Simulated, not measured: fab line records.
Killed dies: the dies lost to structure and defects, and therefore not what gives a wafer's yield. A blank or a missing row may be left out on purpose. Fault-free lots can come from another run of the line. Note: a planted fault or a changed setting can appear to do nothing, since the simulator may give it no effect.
Check for tools in common -- flow nand_harc -- 6 wafers sampled across 2 lots

## WHAT PROMPTED THE OPENING
At NHARC_END_SORT_01 the reading killed_at_periphery is flagged on 2 of 2 lots. No-fault wafers: 3.5, standard deviation 2.5.
Rule: flag the lot when none of its wafers has a number, or when each of its wafers that has one lies beyond 4 standard deviations from that mean. As for the other lots, they are considered sound.

lot,measured,on,"killed_at_periphery, wafer by wafer",flag
L559,day 30 14:16,prober-01,644 642 636,FLAGGED
L560,day 32 13:10,prober-01,601 587 600,FLAGGED
Averaged over the flagged lots the numbers come to 618.3, +614.8 from the usual (+99 or more standard deviations).

## LOT BY LOT: THE TOOL USED
Before the reading, the record contains 3 process steps out of a 1302-step route. In each cell: the tool, then ch and the chambers that the sampled wafers went through, then the start.
lot,flag,NHARC_P_STI_ETCH_31,NHARC_P_STI_ETCH_15,NHARC_P_STI_CMP_21
L559,FLAGGED,"rie_diel-10 ch 0,2,3, day 9 11:25 or earlier","rie_si-06 ch 1,2, day 9 11:25","cmp-03 ch 0,3, day 10 08:56"
L560,FLAGGED,"rie_diel-09 ch 1,3, day 9 22:40 or earlier","rie_si-06 ch 0,2,3, day 9 22:40","cmp-03 ch 0,1,3, day 11 01:07"
These steps, and what they do:
- NHARC_P_STI_ETCH_31: etches the open film in CF4/CHF3, target depth 108.9 nm, time 54.5 s.
- NHARC_P_STI_ETCH_15: etches the open film in HBr/Cl2, target depth 300 nm, time 100.1 s.
- NHARC_P_STI_CMP_21: polishes, t overpolish 20 s, target thk 380.67 nm.
- NHARC_END_SORT_01

## FLAGGED OVER TOTAL, TOOL BY TOOL (the gauges that took the reading come last)
step,tool,lots run,flagged,share of the flagged lots,sound lots run after its first flagged lot
NHARC_P_STI_ETCH_31,rie_diel-09,1,1,some,0
NHARC_P_STI_ETCH_31,rie_diel-10,1,1,some,0
NHARC_P_STI_ETCH_15,rie_si-06,2,2,all,0
NHARC_P_STI_CMP_21,cmp-03,2,2,all,0
NHARC_END_SORT_01,prober-01,2,2,all,0
NHARC_P_STI_ETCH_31: start missing for some lots; hours and lot order therefore follow NHARC_P_STI_ETCH_15.

## WHAT THE TABLE PERMITS
All flagged lots were run by 3 table rows, namely rie_si-06 at NHARC_P_STI_ETCH_15, cmp-03 at NHARC_P_STI_CMP_21, prober-01 at NHARC_END_SORT_01.
- rie_si-06 at NHARC_P_STI_ETCH_15: 2 of its 2 lots flagged. No sound lot ran on it before its first flagged lot in this sample; the start therefore can't be narrowed down.
- cmp-03 at NHARC_P_STI_CMP_21: 2 of its 2 lots flagged. No sound lot ran on it before its first flagged lot in this sample; the start therefore can't be narrowed down.
- prober-01 at NHARC_END_SORT_01: 2 of its 2 lots flagged. No sound lot ran on it before its first flagged lot in this sample; the start therefore can't be narrowed down.
These 3 tools cannot be told apart by counting lots, since each of them fits a fault that started at some hour. More lots, or a look at what each step does to the wafer, might.

## WHAT THE SIMULATOR HAD INSERTED
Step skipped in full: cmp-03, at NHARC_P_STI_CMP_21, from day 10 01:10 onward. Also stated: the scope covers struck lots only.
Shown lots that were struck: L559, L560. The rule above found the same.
